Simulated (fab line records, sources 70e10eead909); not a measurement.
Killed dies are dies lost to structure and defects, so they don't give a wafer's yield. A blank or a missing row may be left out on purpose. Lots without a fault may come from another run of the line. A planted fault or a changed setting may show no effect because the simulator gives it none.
fab line records | flow nand_harc
record lots=12 wafers=36 last_day=34
route steps=1302 shown A_STAIRCASE@786
lots that met no fault: from a run of the same line without faults
start_h: hours from the record's first day to the start of the lot's first wafer shown | wait_h: hours since the lot's step before | " the same as in the row above | L1.1+2: a row that stands for several wafers | - no value, or no start given | * or withheld: withheld | < > ~ a bound
route shown NAME@n: a module of which the file shows steps, and the number in the route of the first | usual: mean/standard deviation of fault-free wafers | same: alike in all rows | chamber/n: place in a boat | sites: the reading at each site | _std_site: their standard deviation | _edge_site: outer sites' mean less inner sites' | radius_mm: how far each site lies from the wafer's centre | mask NAME#n: copy n | behind: the tool/chamber that last shaped the wafer | hold: why the lot was held/for how many hours/how that ended | device: the transistor (n, p or np) that didn't switch | end of line: the same wafers' tests at the end of the route | a step without rows: its recipe alone | killed: dies lost to structure and defects at the first sort, not the wafer's yield | map: a wafer's dies, x killed, . not, _ none there
set.NAME: the setting as run; set.NAME@STEP: as run at that earlier step | model.NAME: the simulator's own value behind a step, which no gauge read
steps of the route over a sample of lots; a table a step, a row a wafer
services: from which hour (start_h, from the record's first day; less than 0 if before it) a tool's chamber was out of use, for how many hours, and why
## steps
# step NHARC_A_STAIRCASE_HM_OPEN_457
# recipe o2_flow_sccm=400 cos_flow_sccm=20 ar_flow_sccm=0 rf_w=500 bias_w=300 chemistry=O2/COS
# usual drypump_motor_current_A=6.0/0.33 oes_product_au=1.001/0.0079 rf_vpp_V=468/3.5 showerhead_plenum_p_Torr=3.14/0.16 throttle_valve_pct=28.331/0.0092
# columns lot.wafer tool chamber start_h wait_h drypump_motor_current_A oes_product_au rf_hours_counter_h rf_vpp_V showerhead_plenum_p_Torr throttle_valve_pct
L614.3 rie_diel-05 1 - - 5.5 1.017 46 472 3.29 28.329
L614.2 " 2 " " 5.3 1.013 46 470 3.23 28.325
L614.6 " 1 " " 5.5 1.021 - 470 3.29 28.338
L613.1 rie_diel-07 0 - - 6.0 1.003 26 461 2.90 28.345
L613.3 " 1 " " 5.7 0.998 24 464 2.95 28.316
L613.4 " 2 " " 6.0 0.998 23 467 3.09 28.313
L616.1 rie_diel-07 0 - - 6.1 1.005 43 462 2.89 28.329
L616.4 " 2 " " 6.0 1.010 - 467 3.08 28.348
L616.5 " 0 " " 6.1 1.012 - 463 2.89 28.336
L615.2 rie_diel-05 0 - - 6.2 1.004 0 470 3.24 28.340
L615.3 " 1 " " 5.5 1.005 0 470 3.29 28.336
L615.6 " 3 " " 5.5 1.002 - 466 3.07 28.343
L618.4 rie_diel-05 3 - - 5.5 0.989 2 465 3.07 28.311
L618.3 " 1 " " 5.5 1.002 1 471 3.29 28.321
L618.5 " 2 " " 5.3 1.002 - 470 3.22 28.340
L620.1 rie_diel-05 2 - - 5.3 1.009 12 469 3.22 28.335
L620.6 " 3 " " 5.5 1.004 - 467 3.07 28.327
L620.5 " 0 " " 6.2 1.007 - 470 3.23 28.337
L622.3 rie_diel-05 1 - - 5.5 1.005 15 471 3.28 28.325
L622.4 " 3 " " 5.5 0.997 16 466 3.06 28.346
L622.6 " 2 " " 5.3 1.016 - 471 3.21 28.340
L623.3 rie_diel-13 2 - - 6.3 0.991 40 472 3.35 28.335
L623.5 " 0 " " 6.5 0.989 - 463 2.96 28.336
L623.6 " 1 " " 6.4 0.993 - 469 3.23 28.334
L624.2 rie_diel-07 3 - - 6.2 0.988 4 470 3.28 28.341
L624.6 " 3 " " 6.2 0.993 - 471 3.28 28.329
L624.4 " 2 " " 5.9 0.995 - 466 3.07 28.336
L625.2 rie_diel-07 3 - - 6.1 0.985 10 470 3.28 28.326
L625.5 " 0 " " 6.1 1.006 - 473 3.37 28.351
L625.6 " 3 " " 6.1 0.995 - 471 3.28 28.337
L628.1 rie_diel-07 1 - - 5.7 0.984 14 464 2.93 28.338
L628.3 " 3 " " 6.2 0.990 17 470 3.28 28.343
L628.2 " 0 " " 6.1 0.986 17 472 3.36 28.313
L635.2 rie_diel-07 2 - - 6.0 1.000 20 465 3.06 28.330
L635.4 " 0 " " 6.0 0.996 50 471 3.35 28.340
L635.6 " 1 " " 5.7 0.994 - 462 2.91 28.324
# step NHARC_A_STAIRCASE_DESCUM_291
# recipe time_s=3 o2_flow_sccm=200 ar_flow_sccm=0 bias_power_w=0 chemistry=O2
# usual drypump_motor_current_A=5.9/0.39 oes_product_au=1.004/0.0073 rf_vpp_V=57.9/0.92 showerhead_plenum_p_Torr=1.94/0.093 throttle_valve_pct=11.312/0.009
# same time_s=3
# columns lot.wafer tool chamber start_h wait_h drypump_motor_current_A oes_product_au rf_hours_counter_h rf_vpp_V showerhead_plenum_p_Torr throttle_valve_pct
L614.3 rie_diel-07 3 386.89 - 6.1 1.000 24 58.2 2.03 11.307
L614.2 " 0 " " 6.1 0.999 29 56.8 1.77 11.303
L614.6 " 1 " " 5.7 1.006 - 57.0 1.80 11.303
L613.4 rie_diel-05 2 388.01 - 5.3 1.003 47 57.5 1.98 11.323
L613.3 " 0 " " 6.2 0.996 48 58.1 1.99 11.317
L613.1 " 1 " " 5.5 1.006 48 58.2 2.02 11.306
L616.4 rie_diel-13 2 418.24 - 6.3 1.000 22 58.1 2.07 11.331
L616.1 " 3 " " 6.1 1.001 23 57.4 1.81 11.314
L616.5 " 1 " " 6.4 1.011 - 58.9 1.99 11.299
L615.3 rie_diel-13 1 426.66 - 6.4 1.003 22 58.9 1.99 11.306
L615.2 " 3 " " 6.1 0.991 24 57.2 1.81 11.310
L615.6 " 0 " " 6.4 0.996 - 56.5 1.82 11.313
L618.4 rie_diel-05 3 428.33 - 5.5 1.005 3 57.1 1.88 11.320
L618.3 " 2 " " 5.3 1.015 4 57.2 1.98 11.331
L618.5 " 3 " " 5.5 0.992 - 57.3 1.88 11.294
L620.1 rie_diel-07 1 467.27 - 5.7 0.995 50 58.4 1.79 11.318
L620.5 " 1 " " 5.7 0.992 - 56.3 1.79 11.308
L620.6 " 2 " " 5.9 1.012 - 57.6 1.88 11.324
L622.4 rie_diel-05 1 482.70 - 5.5 1.010 21 58.2 2.01 11.309
L622.3 " 2 " " 5.3 1.012 23 58.0 1.97 11.308
L622.6 " 0 " " 6.2 1.004 - 57.3 1.98 11.324
L623.3 rie_diel-13 1 483.78 - 6.4 0.995 42 57.5 1.98 11.296
L623.6 " 1 " " 6.4 0.994 - 56.9 1.98 11.305
L623.5 " 2 " " 6.3 1.004 - 58.0 2.06 11.322
L624.2 rie_diel-07 0 506.53 - 6.1 0.990 7 58.1 2.07 11.311
L624.4 " 3 " " 6.1 1.001 - 58.3 2.02 11.328
L624.6 " 0 " " 6.1 0.993 - 58.5 2.07 11.309
L625.2 rie_diel-07 0 517.27 - 6.1 0.999 13 57.3 2.07 11.324
L625.5 " 0 " " 6.1 0.999 - 60.0 2.07 11.324
L625.6 " 1 " " 5.7 1.000 - 57.0 1.79 11.314
L628.2 rie_diel-05 3 536.68 - 5.5 1.005 39 57.2 1.87 11.307
L628.1 " 0 " " 6.2 0.993 40 57.7 1.97 11.322
L628.3 " 1 " " 5.5 1.004 42 58.4 2.01 11.301
L635.2 rie_diel-07 1 613.24 - 5.7 0.994 49 57.4 1.78 11.308
L635.4 " 2 " " 6.0 1.011 23 56.5 1.87 11.323
L635.6 " 0 " " 6.0 0.999 - 58.8 2.06 11.313
# step NHARC_A_STAIRCASE_ETCH_294
# recipe target_depth_a=49890 time_s=1211.6 ion_energy_ev=800 c4f8_flow_sccm=80 o2_flow_sccm=60 ar_flow_sccm=withheld rf_w=600 bias_w=3000 chemistry=C4F8/O2/Ar
# usual oes_product_au=0.937/0.012 rf_vpp_V=1831/12
# same time_s=1211.6
# columns lot.wafer tool chamber start_h wait_h oes_product_au rf_hours_counter_h rf_vpp_V
L614.3 rie_diel-07 1 - - 0.930 28 1812
L614.2 " 2 " " 0.933 25 1824
L614.6 " 2 " " 0.943 - 1825
L613.4 rie_diel-05 1 - - 0.931 48 1840
L613.3 " 2 " " 0.936 47 1835
L613.1 " 3 " " 0.922 50 1823
L616.1 rie_diel-13 1 - - 0.942 22 1836
L616.4 " 3 " " 0.964 24 1812
L616.5 " 1 " " 0.935 - 1836
L615.2 rie_diel-13 1 - - 0.929 23 1836
L615.3 " 3 " " 0.929 24 1812
L615.6 " 2 " " 0.934 - 1845
L618.4 rie_diel-05 1 - - 0.938 3 1841
L618.3 " 2 " " 0.930 4 1833
L618.5 " 0 " " 0.941 - 1838
L620.1 rie_diel-07 3 - - 0.909 58 1841
L620.6 " 3 " " 0.918 - 1840
L620.5 " 0 " " 0.938 - 1806
L622.4 rie_diel-05 0 - - 0.934 21 1836
L622.3 " 1 " " 0.952 21 1838
L622.6 " 1 " " 0.944 - 1839
L623.3 rie_diel-13 1 - - 0.931 42 1838
L623.6 " 1 " " 0.927 - 1836
L623.5 " 2 " " 0.928 - 1845
L624.2 rie_diel-07 0 - - 0.924 7 1847
L624.6 " 1 " " 0.918 - 1811
L624.4 " 3 " " 0.920 - 1840
L625.2 rie_diel-07 0 - - 0.937 14 1846
L625.6 " 3 " " 0.928 - 1840
L625.5 " 0 " " 0.935 - 1847
L628.3 rie_diel-05 1 - - 0.956 43 1839
L628.1 " 2 " " 0.962 44 1833
L628.2 " 0 " " 0.955 40 1835
L635.4 rie_diel-07 3 - - 0.927 54 1838
L635.2 " 1 " " 0.941 49 1810
L635.6 " 3 " " 0.934 - 1838
# step NHARC_A_STAIRCASE_DEP_301
# recipe target_thk_a=300 target_thk_nm=30 temp_c=400 pressure_torr=3.5 flow_sccm=200 rf_w=350 material=SiON
# usual chamber_pressure_Torr=3.501/0.0074 heater_power_w=717/130 rf_fwd_power_W=348.5/1.1 showerhead_vpp_V=1158/33
# columns lot.wafer tool chamber start_h wait_h chamber_pressure_Torr heater_power_w rf_fwd_power_W showerhead_vpp_V
L614.2 pecvd-03 0 391.86 1.3 3.491 640 348.3 1148
L614.3 " 1 " " 3.505 975 349.1 1167
L614.6 " 1 " " 3.502 984 348.9 1174
L613.3 pecvd-01 2 394.68 0.9 3.489 618 347.7 1161
L613.1 " 0 " " 3.508 698 350.8 1167
L613.4 " 1 " " 3.501 654 349.2 1184
L616.1 pecvd-03 2 424.44 1.5 3.498 690 348.3 1152
L616.4 " 0 " " 3.513 747 348.2 1156
L616.5 " 1 " " 3.499 987 349.4 1147
L615.3 pecvd-02 2 430.76 0.9 3.500 545 347.1 1076
L615.2 " 1 " " 3.497 629 346.2 1149
L615.6 " 2 " " 3.511 549 345.5 1078
L618.3 pecvd-02 0 433.80 0.9 3.504 650 347.1 1206
L618.4 " 1 " " 3.498 589 348.9 1135
L618.5 " 2 " " 3.507 471 348.2 1070
L620.1 pecvd-01 2 471.94 1.6 3.492 642 348.1 1149
L620.5 " 1 " " 3.513 653 348.4 1195
L620.6 " 2 " " 3.495 642 348.8 1178
L622.3 pecvd-03 2 486.90 1.0 3.494 771 349.7 1168
L622.4 " 1 " " 3.498 909 347.5 1172
L622.6 " 1 " " 3.493 899 347.9 1155
L623.3 pecvd-03 2 491.49 1.0 3.495 790 348.4 1155
L623.5 " 2 " " 3.482 744 349.0 1174
L623.6 " 0 " " 3.500 728 348.3 1149
L624.2 pecvd-01 2 511.23 1.3 3.509 715 349.6 1173
L624.4 " 1 " " 3.499 697 348.9 1190
L624.6 " 2 " " 3.496 720 349.2 1174
L625.2 pecvd-03 1 521.75 1.3 3.501 1005 348.4 1155
L625.6 " 0 " " 3.514 772 209.9 885
L625.5 " 2 " " 3.486 728 348.2 1162
L628.3 pecvd-03 1 540.98 0.9 3.501 955 348.7 1140
L628.1 " 2 " " 3.491 697 347.8 1169
L628.2 " 0 " " 3.519 786 209.6 884
L635.2 pecvd-01 0 622.72 1.3 3.499 754 347.2 1192
L635.6 " 1 " " 3.499 675 349.2 1180
L635.4 " 2 " " 3.493 719 348.0 1162
## services
# columns tool chamber start_h hours kind
pecvd-01 2 358.90 8.7 repair
pecvd-03 - 366.35 13.0 pm
pecvd-03 2 384.68 16.1 repair
rie_diel-05 3 399.97 5.3 repair
rie_diel-07 1 400.98 15.2 repair
pecvd-02 0 404.50 20.8 repair
rie_diel-05 - 407.97 9.0 pm
pecvd-02 - 408.71 13.0 pm
rie_diel-05 3 438.00 8.6 repair
rie_diel-05 1 447.27 2.6 repair
pecvd-02 1 454.41 6.2 repair
rie_diel-07 - 471.39 9.0 pm
pecvd-03 0 480.89 9.1 repair
pecvd-01 - 492.00 13.0 pm
rie_diel-07 1 497.00 2.0 repair
rie_diel-07 2 505.24 65.9 repair
rie_diel-13 - 521.21 9.0 pm
pecvd-03 - 547.35 13.0 pm
rie_diel-05 - 584.97 9.0 pm
pecvd-03 0 588.85 17.7 repair
pecvd-02 - 589.71 13.0 pm
rie_diel-13 - 597.85 0.8 repair
rie_diel-05 2 602.38 11.2 repair
rie_diel-07 0 619.56 4.4 repair
## key
first_sign step=NHARC_A_STAIRCASE_DEP_301 reading=rf_fwd_power_W direction=down sigmas=99+ usual=* struck=*
effect step=NHARC_A_STAIRCASE_DEP_301 reading=showerhead_vpp_V direction=down sigmas=8.2 usual=1158 struck=884
met_at NHARC_A_STAIRCASE_DEP_301
struck_lots L625,L628
struck_wafers L625.6,L628.2
tester_left_out L625,L628
not_acting_at NHARC_A_STAIRCASE_HM_OPEN_457,NHARC_A_STAIRCASE_DESCUM_291,NHARC_A_STAIRCASE_ETCH_294
onset_between 491.49 521.75
fault kind=process_parameter_drift tool=pecvd-03 chamber=0 onset_h=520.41 steps=NHARC_A_STAIRCASE_DEP_301 channel=rf_w offset=* shape=step end_h=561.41 acts_in=* stated=*
# tester_left_out: of these lots the tester's yield and bins aren't shown, on N5 and GAA mostly nor the transistor test; their killed dies are dies lost to structure and defects alone, not to doping, threshold or leakage, so they don't give the yield
